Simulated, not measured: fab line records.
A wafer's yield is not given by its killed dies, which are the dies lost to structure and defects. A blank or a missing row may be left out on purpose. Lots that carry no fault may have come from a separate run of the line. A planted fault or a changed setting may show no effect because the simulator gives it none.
Which tool is to blame? || flow nand harc || 13 lots, 39 wafers sampled, at 5 steps of a route of 1302

## WHAT THE GAUGES READ, wafer by wafer
NHARC_THIN_TSV_CD_MEAS_33: the cd target is 5000 nm. Usual: cd nm 4999.6 nm, standard deviation 2.3.
{"lot": "L187", "measured": "day 24 06:58", "on": "cd sem-02", "cd nm (nm)": "4999.7 5003.1 5003.2", "flag": ""}
{"lot": "L188", "measured": "day 24 00:29", "on": "cd sem-01", "cd nm (nm)": "5000.5 5002.0 4999.5", "flag": ""}
{"lot": "L191", "measured": "day 25 05:58", "on": "cd sem-01", "cd nm (nm)": "4994.6 4996.6 4998.5", "flag": ""}
{"lot": "L190", "measured": "day 25 07:13", "on": "cd sem-01", "cd nm (nm)": "4995.6 4998.7 4995.4", "flag": ""}
{"lot": "L194", "measured": "day 26 12:19", "on": "cd sem-01", "cd nm (nm)": "5000.3 5000.4 4998.2", "flag": ""}
{"lot": "L199", "measured": "day 28 09:08", "on": "cd sem-01", "cd nm (nm)": "5000.7 4999.9 4999.7", "flag": ""}
{"lot": "L197", "measured": "day 28 07:50", "on": "cd sem-02", "cd nm (nm)": "5000.4 4997.2 4998.7", "flag": ""}
{"lot": "L202", "measured": "day 29 23:08", "on": "cd sem-02", "cd nm (nm)": "5001.0 4999.6 4996.2", "flag": ""}
{"lot": "L203", "measured": "day 30 09:35", "on": "cd sem-02", "cd nm (nm)": "5000.3 5002.7 5000.6", "flag": ""}
{"lot": "L207", "measured": "day 31 17:55", "on": "cd sem-03", "cd nm (nm)": "5001.7 5000.4 5000.6", "flag": ""}
{"lot": "L208", "measured": "day 32 19:14", "on": "cd sem-02", "cd nm (nm)": "5000.8 4998.5 5002.0", "flag": ""}
{"lot": "L209", "measured": "day 32 18:05", "on": "cd sem-03", "cd nm (nm)": "4996.4 4998.3 5000.1", "flag": ""}
{"lot": "L210", "measured": "day 33 23:59", "on": "cd sem-03", "cd nm (nm)": "4998.3 4998.6 5001.3", "flag": ""}

NHARC_END_SORT_01. Usual: killed at array 58, standard deviation 19; killed at other 1.1, standard deviation 1.2; killed at periphery 3.8, standard deviation 2.4; killed dies 63, standard deviation 18; killed open 3.3, standard deviation 1.8; killed short 2.2, standard deviation 1.6.
{"lot": "L187", "measured": "day 24 16:04", "on": "prober-02", "killed at array": "52 56 83", "killed at other": "0 0 1", "killed at periphery": "4 4 0", "killed dies": "56 60 84", "killed open": "3 3 1", "killed short": "2 6 3", "flag": ""}
{"lot": "L199", "measured": "day 28 20:47", "on": "prober-01", "killed at array": "56 50 53", "killed at other": "0 2 0", "killed at periphery": "6 0 2", "killed dies": "62 52 55", "killed open": "4 3 3", "killed short": "3 3 2", "flag": ""}
{"lot": "L197", "measured": "day 28 19:11", "on": "prober-02", "killed at array": "68 149 49", "killed at other": "2 1 1", "killed at periphery": "6 1 1", "killed dies": "76 151 51", "killed open": "7 0 6", "killed short": "6 3 0", "flag": ""}
{"lot": "L202", "measured": "day 30 10:06", "on": "prober-01", "killed at array": "68 81 67", "killed at other": "0 0 0", "killed at periphery": "3 5 8", "killed dies": "71 86 75", "killed open": "7 2 5", "killed short": "1 1 0", "flag": ""}
{"lot": "L203", "measured": "day 30 18:37", "on": "prober-02", "killed at array": "71 62 72", "killed at other": "0 0 0", "killed at periphery": "5 5 1", "killed dies": "76 67 73", "killed open": "3 6 0", "killed short": "3 2 0", "flag": ""}

## EACH LOT AND THE TOOL THAT RAN IT (in order: tool; ch and the chambers of the sampled wafers; start)
{"lot": "L187", "NHARC_A_STAIRCASE_STRIP_461": "rie diel-13 ch 0,3, day 17 01:10", "NHARC_THIN_TSV_DEP_47": "pecvd-02 ch 0,1,2, day 24 02:58", "NHARC_THIN_TSV_PRE_CLEAN_50": "pvd sputter-03, day 24 06:58 or earlier"}
{"lot": "L188", "NHARC_A_STAIRCASE_STRIP_461": "rie diel-02 ch 0,1,2, day 17 02:17", "NHARC_THIN_TSV_DEP_47": "pecvd-01 ch 0,1,2, day 23 20:25", "NHARC_THIN_TSV_PRE_CLEAN_50": "pvd sputter-02, day 24 00:29 or earlier"}
{"lot": "L191", "NHARC_A_STAIRCASE_STRIP_461": "rie diel-02 ch 1,2,3, day 18 06:23", "NHARC_THIN_TSV_DEP_47": "pecvd-01 ch 0,1, day 25 02:04", "NHARC_THIN_TSV_PRE_CLEAN_50": "pvd sputter-03, day 25 05:58 or earlier"}
{"lot": "L190", "NHARC_A_STAIRCASE_STRIP_461": "rie diel-13 ch 0,2,3, day 18 07:13", "NHARC_THIN_TSV_DEP_47": "pecvd-01 ch 0,1,2, day 25 03:12", "NHARC_THIN_TSV_PRE_CLEAN_50": "pvd sputter-03, day 25 07:13 or earlier"}
{"lot": "L194", "NHARC_A_STAIRCASE_STRIP_461": "rie diel-13 ch 0,1,3, day 19 16:11", "NHARC_THIN_TSV_DEP_47": "pecvd-03 ch 0,2, day 26 08:17", "NHARC_THIN_TSV_PRE_CLEAN_50": "pvd sputter-01, day 26 12:19 or earlier"}
{"lot": "L199", "NHARC_A_STAIRCASE_STRIP_461": "rie diel-13 ch 0,1,3, day 20 22:53", "NHARC_THIN_TSV_DEP_47": "pecvd-03 ch 0,1,2, day 28 05:10", "NHARC_THIN_TSV_PRE_CLEAN_50": "pvd sputter-01, day 28 09:08 or earlier"}
{"lot": "L197", "NHARC_A_STAIRCASE_STRIP_461": "rie diel-13 ch 0,1,3, day 21 01:32", "NHARC_THIN_TSV_DEP_47": "pecvd-03 ch 0,1,2, day 28 03:53", "NHARC_THIN_TSV_PRE_CLEAN_50": "pvd sputter-01, day 28 07:50 or earlier"}
{"lot": "L202", "NHARC_A_STAIRCASE_STRIP_461": "rie diel-02 ch 0,1, day 22 18:28", "NHARC_THIN_TSV_DEP_47": "pecvd-03 ch 0,2, day 29 18:59", "NHARC_THIN_TSV_PRE_CLEAN_50": "pvd sputter-02, day 29 23:08 or earlier"}
{"lot": "L203", "NHARC_A_STAIRCASE_STRIP_461": "rie diel-01 ch 1,3, day 23 08:41", "NHARC_THIN_TSV_DEP_47": "pecvd-02 ch 0,2, day 30 05:12", "NHARC_THIN_TSV_PRE_CLEAN_50": "pvd sputter-03, day 30 09:35 or earlier"}
{"lot": "L207", "NHARC_A_STAIRCASE_STRIP_461": "rie diel-13 ch 2,3, day 24 22:54", "NHARC_THIN_TSV_DEP_47": "pecvd-02 ch 0,1, day 31 13:52", "NHARC_THIN_TSV_PRE_CLEAN_50": "pvd sputter-03, day 31 17:55 or earlier"}
{"lot": "L208", "NHARC_A_STAIRCASE_STRIP_461": "rie diel-02 ch 2,3, day 25 17:40", "NHARC_THIN_TSV_DEP_47": "pecvd-02 ch 0,1,2, day 32 15:11", "NHARC_THIN_TSV_PRE_CLEAN_50": "pvd sputter-03, day 32 19:14 or earlier"}
{"lot": "L209", "NHARC_A_STAIRCASE_STRIP_461": "rie diel-01 ch 2,3, day 25 19:10", "NHARC_THIN_TSV_DEP_47": "pecvd-02 ch 0,1,2, day 32 13:56", "NHARC_THIN_TSV_PRE_CLEAN_50": "pvd sputter-02, day 32 18:05 or earlier"}
{"lot": "L210", "NHARC_A_STAIRCASE_STRIP_461": "rie diel-13 ch 0,1,3, day 26 13:23", "NHARC_THIN_TSV_DEP_47": "pecvd-03 ch 0,1, day 33 19:50", "NHARC_THIN_TSV_PRE_CLEAN_50": "pvd sputter-03, day 33 23:59 or earlier"}
- NHARC_A_STAIRCASE_STRIP_461: strips in O2/COS.
- NHARC_THIN_TSV_DEP_47: deposits SiO2, target thk 200 nm.
- NHARC_THIN_TSV_PRE_CLEAN_50: time 30 s.

## AS READ BY THE TOOLS THEMSELVES (means over the sampled wafers that have a number; for cases with no such wafer, the mark the record gives instead)
NHARC_THIN_TSV_DEP_47. Usual: throttle valve pct 15.8 %, standard deviation 0.41.
{"lot": "L187", "tool": "pecvd-02", "throttle valve pct (%)": 16.2, "flag": ""}
{"lot": "L188", "tool": "pecvd-01", "throttle valve pct (%)": 15.9, "flag": ""}
{"lot": "L191", "tool": "pecvd-01", "throttle valve pct (%)": 15.9, "flag": ""}
{"lot": "L190", "tool": "pecvd-01", "throttle valve pct (%)": 15.8, "flag": ""}
{"lot": "L194", "tool": "pecvd-03", "throttle valve pct (%)": 15.5, "flag": ""}
{"lot": "L199", "tool": "pecvd-03", "throttle valve pct (%)": 15.8, "flag": ""}
{"lot": "L197", "tool": "pecvd-03", "throttle valve pct (%)": 15.8, "flag": ""}
{"lot": "L202", "tool": "pecvd-03", "throttle valve pct (%)": 15.6, "flag": ""}
{"lot": "L203", "tool": "pecvd-02", "throttle valve pct (%)": 16.3, "flag": ""}
{"lot": "L207", "tool": "pecvd-02", "throttle valve pct (%)": 15.9, "flag": ""}
{"lot": "L208", "tool": "pecvd-02", "throttle valve pct (%)": 16.0, "flag": ""}
{"lot": "L209", "tool": "pecvd-02", "throttle valve pct (%)": 15.9, "flag": ""}
{"lot": "L210", "tool": "pecvd-03", "throttle valve pct (%)": 15.8, "flag": ""}

NHARC_THIN_TSV_PRE_CLEAN_50. Usual: heater power w 393 W, standard deviation 44.
{"lot": "L187", "tool": "pvd sputter-03", "heater power w (W)": 370, "flag": ""}
{"lot": "L188", "tool": "pvd sputter-02", "heater power w (W)": 428, "flag": ""}
{"lot": "L191", "tool": "pvd sputter-03", "heater power w (W)": 367, "flag": ""}
{"lot": "L190", "tool": "pvd sputter-03", "heater power w (W)": 373, "flag": ""}
{"lot": "L194", "tool": "pvd sputter-01", "heater power w (W)": 427, "flag": ""}
{"lot": "L199", "tool": "pvd sputter-01", "heater power w (W)": 419, "flag": ""}
{"lot": "L197", "tool": "pvd sputter-01", "heater power w (W)": 395, "flag": ""}
{"lot": "L202", "tool": "pvd sputter-02", "heater power w (W)": 384, "flag": ""}
{"lot": "L203", "tool": "pvd sputter-03", "heater power w (W)": 374, "flag": ""}
{"lot": "L207", "tool": "pvd sputter-03", "heater power w (W)": 379, "flag": ""}
{"lot": "L208", "tool": "pvd sputter-03", "heater power w (W)": 356, "flag": ""}
{"lot": "L209", "tool": "pvd sputter-02", "heater power w (W)": 416, "flag": ""}
{"lot": "L210", "tool": "pvd sputter-03", "heater power w (W)": 377, "flag": ""}

## THE ANSWER, worked out from the rows above alone
Rule: lot off if the mean of its wafers having a number is beyond 3 standard deviations from the usual mean. Also off: a lot with no number at a reading for which 4 or more lots have one. Any other lot the step has rows for is counted as sound. The gauges are gone through in route order, then the tools' own readings, and for those a lot's mean is taken as printed above. At the first step where some lot is off, the reading lying furthest off is the one used; lots without a number count as furthest.
No lot is off at any reading shown: from this, nothing can be told.

## WHAT THE SIMULATOR PUT IN
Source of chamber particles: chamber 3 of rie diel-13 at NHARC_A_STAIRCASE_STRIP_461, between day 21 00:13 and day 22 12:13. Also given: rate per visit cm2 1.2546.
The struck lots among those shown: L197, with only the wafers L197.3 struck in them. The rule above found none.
